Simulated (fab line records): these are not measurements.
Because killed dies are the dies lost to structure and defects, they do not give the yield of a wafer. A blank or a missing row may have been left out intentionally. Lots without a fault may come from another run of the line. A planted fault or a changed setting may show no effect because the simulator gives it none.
Which of the tools did it? :: flow n5-finfet :: 24 lots, 72 wafers sampled, at 6 steps of a route of 1938

WHAT EACH GAUGE READ, for each wafer
N5_BEOL_M9_INSPECT_13: inspects for defects (brightfield).
lot: L076
measured: day 10 11:34
on: defect-inspect-02
raw-defect-count: 500 473 490

lot: L077
measured: day 11 00:17
on: defect-inspect-01
raw-defect-count: 409 464 384

lot: L075
measured: day 11 00:19
on: defect-inspect-01
raw-defect-count: 398 421 368

lot: L079
measured: day 11 20:41
on: defect-inspect-01
raw-defect-count: 476 451 397

lot: L078
measured: day 11 20:31
on: defect-inspect-01
raw-defect-count: 276 407 238

lot: L080
measured: day 11 21:33
on: defect-inspect-01
raw-defect-count: 577 413 535

lot: L081
measured: day 11 21:09
on: defect-inspect-01
raw-defect-count: 293 379 409

lot: L074
measured: day 11 21:23
on: defect-inspect-01
raw-defect-count: 495 368 561

lot: L082
measured: day 12 00:36
on: defect-inspect-01
raw-defect-count: 343 528 367

lot: L083
measured: day 12 13:47
on: defect-inspect-01
raw-defect-count: 347 583 468

lot: L084
measured: day 12 14:02
on: defect-inspect-02
raw-defect-count: 439 455 463

lot: L085
measured: day 12 14:28
on: defect-inspect-02
raw-defect-count: 536 356 343

lot: L086
measured: day 13 12:44
on: defect-inspect-02
raw-defect-count: 421 375 546

lot: L087
measured: day 14 05:51
on: defect-inspect-01
raw-defect-count: 352 356 409

lot: L088
measured: day 14 06:26
on: defect-inspect-01
raw-defect-count: 384 379 378

lot: L089
measured: day 14 09:41
on: defect-inspect-01
raw-defect-count: 402 359 589

lot: L090
measured: day 14 18:17
on: defect-inspect-02
raw-defect-count: 298 354 466

lot: L091
measured: day 14 18:44
on: defect-inspect-01
raw-defect-count: 265 271 356

lot: L092
measured: day 14 18:54
on: defect-inspect-02
raw-defect-count: 241 409 381

lot: L093
measured: day 15 15:31
on: defect-inspect-02
raw-defect-count: 566 462 388

lot: L094
measured: day 16 02:52
on: defect-inspect-02
raw-defect-count: 435 387 525

lot: L095
measured: day 16 03:07
on: defect-inspect-01
raw-defect-count: 553 281 376

lot: L096
measured: day 16 11:20
on: defect-inspect-02
raw-defect-count: 361 459 471

lot: L097
measured: day 16 11:50
on: defect-inspect-02
raw-defect-count: 293 393 328

N5_BEOL_M9_CD_MEAS_18: pitch 140 nm, target cd 70 nm.
lot: L076
measured: day 10 12:03
on: cd-sem-02
cd-nm (nm): 69.1 68.9 69.7

lot: L077
measured: day 11 00:50
on: cd-sem-03
cd-nm (nm): 70.7 70.5 69.9

lot: L075
measured: day 11 00:57
on: cd-sem-02
cd-nm (nm): 69.0 69.8 70.2

lot: L079
measured: day 11 21:21
on: cd-sem-02
cd-nm (nm): 69.9 69.5 68.6

lot: L078
measured: day 11 21:13
on: cd-sem-02
cd-nm (nm): 68.8 69.2 69.4

lot: L080
measured: day 11 22:06
on: cd-sem-03
cd-nm (nm): 70.0 69.8 70.2

lot: L081
measured: day 11 21:39
on: cd-sem-01
cd-nm (nm): 69.3 69.5 68.6

lot: L074
measured: day 11 21:56
on: cd-sem-02
cd-nm (nm): 69.4 69.7 69.9

lot: L082
measured: day 12 01:20
on: cd-sem-03
cd-nm (nm): 69.9 70.0 70.4

lot: L083
measured: day 12 14:22
on: cd-sem-01
cd-nm (nm): 69.4 68.7 70.4

lot: L084
measured: day 12 14:38
on: cd-sem-02
cd-nm (nm): 68.9 70.0 69.1

lot: L085
measured: day 12 15:03
on: cd-sem-02
cd-nm (nm): 69.9 69.9 70.1

lot: L086
measured: day 13 13:25
on: cd-sem-02
cd-nm (nm): 70.6 69.7 71.3

lot: L087
measured: day 14 06:23
on: cd-sem-02
cd-nm (nm): 70.2 70.3 70.2

lot: L088
measured: day 14 06:55
on: cd-sem-01
cd-nm (nm): 68.7 69.8 68.9

lot: L089
measured: day 14 10:13
on: cd-sem-01
cd-nm (nm): 70.0 69.8 69.5

lot: L090
measured: day 14 19:01
on: cd-sem-02
cd-nm (nm): 69.8 70.2 69.6

lot: L091
measured: day 14 19:14
on: cd-sem-02
cd-nm (nm): 70.2 68.9 71.0

lot: L092
measured: day 14 19:25
on: cd-sem-02
cd-nm (nm): 70.4 69.9 71.3

lot: L093
measured: day 15 15:59
on: cd-sem-03
cd-nm (nm): 69.3 70.3 69.6

lot: L094
measured: day 16 03:28
on: cd-sem-01
cd-nm (nm): 69.7 70.4 69.5

lot: L095
measured: day 16 03:44
on: cd-sem-03
cd-nm (nm): 71.0 70.4 71.3

lot: L096
measured: day 16 12:11
on: cd-sem-02
cd-nm (nm): 69.9 71.4 70.6

lot: L097
measured: day 16 12:25
on: cd-sem-01
cd-nm (nm): 70.0 68.9 71.1

N5_BEOL_M9_CD_MEAS_28: the cd target is 70 nm.
lot: L076
measured: day 10 15:38
on: cd-sem-03
cd-nm (nm): 69.96 70.07 69.90

lot: L077
measured: day 11 03:43
on: cd-sem-02
cd-nm (nm): 70.10 70.17 70.28

lot: L075
measured: day 11 03:40
on: cd-sem-03
cd-nm (nm): 69.66 69.84 70.30

lot: L079
measured: day 11 21:44
on: cd-sem-02
cd-nm (nm): 69.67 69.92 69.84

lot: L078
measured: day 11 21:31
on: cd-sem-02
cd-nm (nm): 70.28 69.68 70.10

lot: L080
measured: day 11 22:27
on: cd-sem-01
cd-nm (nm): 70.28 70.66 69.83

lot: L081
measured: day 11 22:01
on: cd-sem-03
cd-nm (nm): 70.35 69.81 70.31

lot: L074
measured: day 11 22:40
on: cd-sem-02
cd-nm (nm): 69.79 70.54 70.64

lot: L082
measured: day 12 01:46
on: cd-sem-03
cd-nm (nm): 69.99 70.16 70.25

lot: L083
measured: day 12 16:23
on: cd-sem-02
cd-nm (nm): 69.66 70.70 69.76

lot: L084
measured: day 12 16:26
on: cd-sem-01
cd-nm (nm): 70.19 70.20 69.95

lot: L085
measured: day 12 16:29
on: cd-sem-03
cd-nm (nm): 70.01 69.69 69.95

lot: L086
measured: day 13 15:08
on: cd-sem-02
cd-nm (nm): 70.26 69.91 70.15

lot: L087
measured: day 14 07:58
on: cd-sem-01
cd-nm (nm): 70.09 69.98 69.81

lot: L088
measured: day 14 08:08
on: cd-sem-02
cd-nm (nm): 69.71 69.76 70.38

lot: L089
measured: day 14 11:54
on: cd-sem-01
cd-nm (nm): 69.55 69.98 70.12

lot: L090
measured: day 14 23:13
on: cd-sem-02
cd-nm (nm): 70.02 69.78 69.76

lot: L091
measured: day 14 23:16
on: cd-sem-03
cd-nm (nm): 70.15 70.01 69.83

lot: L092
measured: day 14 23:18
on: cd-sem-02
cd-nm (nm): 69.92 69.59 69.87

lot: L093
measured: day 15 18:06
on: cd-sem-01
cd-nm (nm): 70.08 69.92 70.03

lot: L094
measured: day 16 04:46
on: cd-sem-02
cd-nm (nm): 69.78 69.95 69.94

lot: L095
measured: day 16 04:49
on: cd-sem-03
cd-nm (nm): 69.78 69.78 70.51

lot: L096
measured: day 16 14:00
on: cd-sem-02
cd-nm (nm): 69.43 69.84 69.67

lot: L097
measured: day 16 14:10
on: cd-sem-03
cd-nm (nm): 69.89 70.02 70.06

EACH LOT AND THE TOOL THAT RAN IT (in order: tool; ch and the chambers of the sampled wafers; start)
lot: L076
N5_BEOL_M8_HM_DEP_02: pvd-sputter-01, day 10 03:16
N5_BEOL_M8_DEGAS_44: pvd-sputter-02, day 10 07:26
N5_BEOL_M9_CURE_71: uv-cure-03 ch 0, day 10 09:37

lot: L077
N5_BEOL_M8_HM_DEP_02: pvd-sputter-02, day 10 10:02
N5_BEOL_M8_DEGAS_44: pvd-sputter-03, day 10 18:51
N5_BEOL_M9_CURE_71: uv-cure-02 ch 1, day 10 20:37

lot: L075
N5_BEOL_M8_HM_DEP_02: pvd-sputter-02, day 10 10:14
N5_BEOL_M8_DEGAS_44: pvd-sputter-02, day 10 19:01
N5_BEOL_M9_CURE_71: uv-cure-01 ch 1, day 10 21:30

lot: L079
N5_BEOL_M8_HM_DEP_02: pvd-sputter-02, day 11 11:45
N5_BEOL_M8_DEGAS_44: pvd-sputter-02, day 11 16:28
N5_BEOL_M9_CURE_71: uv-cure-01 ch 2, day 11 18:50

lot: L078
N5_BEOL_M8_HM_DEP_02: pvd-sputter-02, day 11 11:51
N5_BEOL_M8_DEGAS_44: pvd-sputter-02, day 11 16:33
N5_BEOL_M9_CURE_71: uv-cure-03 ch 2, day 11 18:51

lot: L080
N5_BEOL_M8_HM_DEP_02: pvd-sputter-02, day 11 11:57
N5_BEOL_M8_DEGAS_44: pvd-sputter-02, day 11 16:43
N5_BEOL_M9_CURE_71: uv-cure-03 ch 2, day 11 19:19

lot: L081
N5_BEOL_M8_HM_DEP_02: pvd-sputter-03, day 11 11:59
N5_BEOL_M8_DEGAS_44: pvd-sputter-02, day 11 16:38
N5_BEOL_M9_CURE_71: uv-cure-02 ch 1, day 11 18:59

lot: L074
N5_BEOL_M8_HM_DEP_02: pvd-sputter-03, day 11 12:05
N5_BEOL_M8_DEGAS_44: pvd-sputter-02, day 11 16:47
N5_BEOL_M9_CURE_71: uv-cure-01 ch 0, day 11 19:12

lot: L082
N5_BEOL_M8_HM_DEP_02: pvd-sputter-03, day 11 17:46
N5_BEOL_M8_DEGAS_44: pvd-sputter-02, day 11 21:10
N5_BEOL_M9_CURE_71: uv-cure-02 ch 1, day 11 23:05

lot: L083
N5_BEOL_M8_HM_DEP_02: pvd-sputter-01, day 12 04:21
N5_BEOL_M8_DEGAS_44: pvd-sputter-03, day 12 09:39
N5_BEOL_M9_CURE_71: uv-cure-02 ch 1, day 12 11:23

lot: L084
N5_BEOL_M8_HM_DEP_02: pvd-sputter-01, day 12 06:35
N5_BEOL_M8_DEGAS_44: pvd-sputter-03, day 12 10:32
N5_BEOL_M9_CURE_71: uv-cure-03 ch 0, day 12 12:30

lot: L085
N5_BEOL_M8_HM_DEP_02: pvd-sputter-01, day 12 06:41
N5_BEOL_M8_DEGAS_44: pvd-sputter-03, day 12 10:58
N5_BEOL_M9_CURE_71: uv-cure-03 ch 0, day 12 13:30

lot: L086
N5_BEOL_M8_HM_DEP_02: pvd-sputter-01, day 13 01:13
N5_BEOL_M8_DEGAS_44: pvd-sputter-01, day 13 07:37
N5_BEOL_M9_CURE_71: uv-cure-02 ch 0, day 13 10:10

lot: L087
N5_BEOL_M8_HM_DEP_02: pvd-sputter-02, day 13 22:21
N5_BEOL_M8_DEGAS_44: pvd-sputter-02, day 14 02:09
N5_BEOL_M9_CURE_71: uv-cure-01 ch 1, day 14 04:13

lot: L088
N5_BEOL_M8_HM_DEP_02: pvd-sputter-02, day 13 22:37
N5_BEOL_M8_DEGAS_44: pvd-sputter-02, day 14 02:22
N5_BEOL_M9_CURE_71: uv-cure-01 ch 2, day 14 04:59

lot: L089
N5_BEOL_M8_HM_DEP_02: pvd-sputter-01, day 14 01:19
N5_BEOL_M8_DEGAS_44: pvd-sputter-03, day 14 04:41
N5_BEOL_M9_CURE_71: uv-cure-02 ch 0, day 14 06:57

lot: L090
N5_BEOL_M8_HM_DEP_02: pvd-sputter-02, day 14 08:16
N5_BEOL_M8_DEGAS_44: pvd-sputter-03, day 14 13:24
N5_BEOL_M9_CURE_71: uv-cure-01 ch 1, day 14 15:14

lot: L091
N5_BEOL_M8_HM_DEP_02: pvd-sputter-02, day 14 08:55
N5_BEOL_M8_DEGAS_44: pvd-sputter-02, day 14 13:28
N5_BEOL_M9_CURE_71: uv-cure-03 ch 0, day 14 15:34

lot: L092
N5_BEOL_M8_HM_DEP_02: pvd-sputter-02, day 14 09:14
N5_BEOL_M8_DEGAS_44: pvd-sputter-02, day 14 13:33
N5_BEOL_M9_CURE_71: uv-cure-01 ch 0, day 14 15:53

lot: L093
N5_BEOL_M8_HM_DEP_02: pvd-sputter-02, day 15 04:21
N5_BEOL_M8_DEGAS_44: pvd-sputter-03, day 15 10:47
N5_BEOL_M9_CURE_71: uv-cure-01 ch 1, day 15 13:17

lot: L094
N5_BEOL_M8_HM_DEP_02: pvd-sputter-03, day 15 13:25
N5_BEOL_M8_DEGAS_44: pvd-sputter-02, day 15 20:15
N5_BEOL_M9_CURE_71: uv-cure-03 ch 0, day 15 21:56

lot: L095
N5_BEOL_M8_HM_DEP_02: pvd-sputter-01, day 15 17:10
N5_BEOL_M8_DEGAS_44: pvd-sputter-01, day 15 21:18
N5_BEOL_M9_CURE_71: uv-cure-03 ch 1, day 16 01:06

lot: L096
N5_BEOL_M8_HM_DEP_02: pvd-sputter-01, day 16 01:48
N5_BEOL_M8_DEGAS_44: pvd-sputter-01, day 16 05:54
N5_BEOL_M9_CURE_71: uv-cure-03 ch 0, day 16 07:55

lot: L097
N5_BEOL_M8_HM_DEP_02: pvd-sputter-03, day 16 02:13
N5_BEOL_M8_DEGAS_44: pvd-sputter-02, day 16 06:07
N5_BEOL_M9_CURE_71: uv-cure-03 ch 2, day 16 08:46
- N5_BEOL_M8_HM_DEP_02: deposits TiN, target thk 20 nm.
- N5_BEOL_M8_DEGAS_44: time 60 s.
- N5_BEOL_M9_CURE_71: cures SiCOH lowk, time 240 s.

AS READ BY THE TOOLS THEMSELVES (means over the sampled wafers that have a number; for cases with no such wafer, the mark the record gives instead)
N5_BEOL_M8_HM_DEP_02.
lot: L076
tool: pvd-sputter-01
substrate-temp-c (C): 25.03
throttle-valve-pct (%): 30.6

lot: L077
tool: pvd-sputter-02
substrate-temp-c (C): 25.03
throttle-valve-pct (%): 29.0

lot: L075
tool: pvd-sputter-02
substrate-temp-c (C): 25.04
throttle-valve-pct (%): 28.6

lot: L079
tool: pvd-sputter-02
substrate-temp-c (C): 25.05
throttle-valve-pct (%): 28.7

lot: L078
tool: pvd-sputter-02
substrate-temp-c (C): 24.91
throttle-valve-pct (%): 29.6

lot: L080
tool: pvd-sputter-02
substrate-temp-c (C): 24.82
throttle-valve-pct (%): 29.7

lot: L081
tool: pvd-sputter-03
substrate-temp-c (C): 25.05
throttle-valve-pct (%): 29.6

lot: L074
tool: pvd-sputter-03
substrate-temp-c (C): 24.88
throttle-valve-pct (%): 29.8

lot: L082
tool: pvd-sputter-03
substrate-temp-c (C): 24.94
throttle-valve-pct (%): 29.4

lot: L083
tool: pvd-sputter-01
substrate-temp-c (C): 24.95
throttle-valve-pct (%): 30.5

lot: L084
tool: pvd-sputter-01
substrate-temp-c (C): 25.17
throttle-valve-pct (%): 31.0

lot: L085
tool: pvd-sputter-01
substrate-temp-c (C): 24.87
throttle-valve-pct (%): 30.8

lot: L086
tool: pvd-sputter-01
substrate-temp-c (C): 25.04
throttle-valve-pct (%): 30.1

lot: L087
tool: pvd-sputter-02
substrate-temp-c (C): 25.07
throttle-valve-pct (%): 28.3

lot: L088
tool: pvd-sputter-02
substrate-temp-c (C): 24.97
throttle-valve-pct (%): 29.1

lot: L089
tool: pvd-sputter-01
substrate-temp-c (C): 25.01
throttle-valve-pct (%): 30.5

lot: L090
tool: pvd-sputter-02
substrate-temp-c (C): 24.97
throttle-valve-pct (%): 28.5

lot: L091
tool: pvd-sputter-02
substrate-temp-c (C): 25.06
throttle-valve-pct (%): 29.2

lot: L092
tool: pvd-sputter-02
substrate-temp-c (C): 24.83
throttle-valve-pct (%): 29.0

lot: L093
tool: pvd-sputter-02
substrate-temp-c (C): 24.87
throttle-valve-pct (%): 28.6

lot: L094
tool: pvd-sputter-03
substrate-temp-c (C): 24.86
throttle-valve-pct (%): 29.5

lot: L095
tool: pvd-sputter-01
substrate-temp-c (C): 25.01
throttle-valve-pct (%): 30.6

lot: L096
tool: pvd-sputter-01
substrate-temp-c (C): 24.99
throttle-valve-pct (%): 30.1

lot: L097
tool: pvd-sputter-03
substrate-temp-c (C): 25.04
throttle-valve-pct (%): 30.1

N5_BEOL_M8_DEGAS_44.
lot: L076
tool: pvd-sputter-02
heater-power-w (W): 349

lot: L077
tool: pvd-sputter-03
heater-power-w (W): 316

lot: L075
tool: pvd-sputter-02
heater-power-w (W): 318

lot: L079
tool: pvd-sputter-02
heater-power-w (W): 353

lot: L078
tool: pvd-sputter-02
heater-power-w (W): 353

lot: L080
tool: pvd-sputter-02
heater-power-w (W): 352

lot: L081
tool: pvd-sputter-02
heater-power-w (W): 315

lot: L074
tool: pvd-sputter-02
heater-power-w (W): 320

lot: L082
tool: pvd-sputter-02
heater-power-w (W): 311

lot: L083
tool: pvd-sputter-03
heater-power-w (W): 299

lot: L084
tool: pvd-sputter-03
heater-power-w (W): 302

lot: L085
tool: pvd-sputter-03
heater-power-w (W): 306

lot: L086
tool: pvd-sputter-01
heater-power-w (W): 326

lot: L087
tool: pvd-sputter-02
heater-power-w (W): 319

lot: L088
tool: pvd-sputter-02
heater-power-w (W): 289

lot: L089
tool: pvd-sputter-03
heater-power-w (W): 314

lot: L090
tool: pvd-sputter-03
heater-power-w (W): 310

lot: L091
tool: pvd-sputter-02
heater-power-w (W): 372

lot: L092
tool: pvd-sputter-02
heater-power-w (W): 323

lot: L093
tool: pvd-sputter-03
heater-power-w (W): 304

lot: L094
tool: pvd-sputter-02
heater-power-w (W): 320

lot: L095
tool: pvd-sputter-01
heater-power-w (W): 326

lot: L096
tool: pvd-sputter-01
heater-power-w (W): 321

lot: L097
tool: pvd-sputter-02
heater-power-w (W): 322

N5_BEOL_M9_CURE_71.
lot: L076
tool: uv-cure-03
lamp-power-pct (%): 52.30
wafer_temp_C_max: 386.5

lot: L077
tool: uv-cure-02
lamp-power-pct (%): 52.32
wafer_temp_C_max: 386.9

lot: L075
tool: uv-cure-01
lamp-power-pct (%): 52.35
wafer_temp_C_max: 386.5

lot: L079
tool: uv-cure-01
lamp-power-pct (%): 52.32
wafer_temp_C_max: 386.0

lot: L078
tool: uv-cure-03
lamp-power-pct (%): 52.35
wafer_temp_C_max: 386.8

lot: L080
tool: uv-cure-03
lamp-power-pct (%): 52.27
wafer_temp_C_max: 386.9

lot: L081
tool: uv-cure-02
lamp-power-pct (%): 52.34
wafer_temp_C_max: 387.1

lot: L074
tool: uv-cure-01
lamp-power-pct (%): 52.29
wafer_temp_C_max: 387.3

lot: L082
tool: uv-cure-02
lamp-power-pct (%): 52.34
wafer_temp_C_max: 387.0

lot: L083
tool: uv-cure-02
lamp-power-pct (%): 52.34
wafer_temp_C_max: 386.8

lot: L084
tool: uv-cure-03
lamp-power-pct (%): 52.36
wafer_temp_C_max: 386.4

lot: L085
tool: uv-cure-03
lamp-power-pct (%): 52.26
wafer_temp_C_max: 386.1

lot: L086
tool: uv-cure-02
lamp-power-pct (%): 52.34
wafer_temp_C_max: 386.9

lot: L087
tool: uv-cure-01
lamp-power-pct (%): 52.29
wafer_temp_C_max: 386.6

lot: L088
tool: uv-cure-01
lamp-power-pct (%): 52.35
wafer_temp_C_max: 386.1

lot: L089
tool: uv-cure-02
lamp-power-pct (%): 52.36
wafer_temp_C_max: 386.2

lot: L090
tool: uv-cure-01
lamp-power-pct (%): 52.30
wafer_temp_C_max: 386.4

lot: L091
tool: uv-cure-03
lamp-power-pct (%): 52.33
wafer_temp_C_max: 386.1

lot: L092
tool: uv-cure-01
lamp-power-pct (%): 52.30
wafer_temp_C_max: 386.9

lot: L093
tool: uv-cure-01
lamp-power-pct (%): 52.27
wafer_temp_C_max: 386.7

lot: L094
tool: uv-cure-03
lamp-power-pct (%): 52.36
wafer_temp_C_max: 386.4

lot: L095
tool: uv-cure-03
lamp-power-pct (%): 52.33
wafer_temp_C_max: 387.4

lot: L096
tool: uv-cure-03
lamp-power-pct (%): 52.37
wafer_temp_C_max: 386.2

lot: L097
tool: uv-cure-03
lamp-power-pct (%): 52.33
wafer_temp_C_max: 386.2

THE ANSWER, worked out from the rows above alone
Rule: usual is defined by the lots themselves. The widest of any qualifying gaps counts: lots, ordered by their means at a reading, are off when they make up no more than a third of the lots, leave a main group of 4 or more, and stand apart from it by 3 or more times the standard deviation of that group's means. A main group is skipped when, at the precision printed for the reading in the tables above, its means are all equal. A lot without any number at a reading at which 4 lots or more have one is off too. All remaining lots with rows at the step are treated as sound. Order of review: gauges by route order, followed by the tools' own readings, for which a lot's mean as printed above is used. At the first step where some lot is off, the reading lying furthest off is the one used; lots without a number count as furthest.
No lot is off on any of the readings shown, so nothing can be concluded from this.

WHAT HAD BEEN PUT IN BY THE SIMULATOR
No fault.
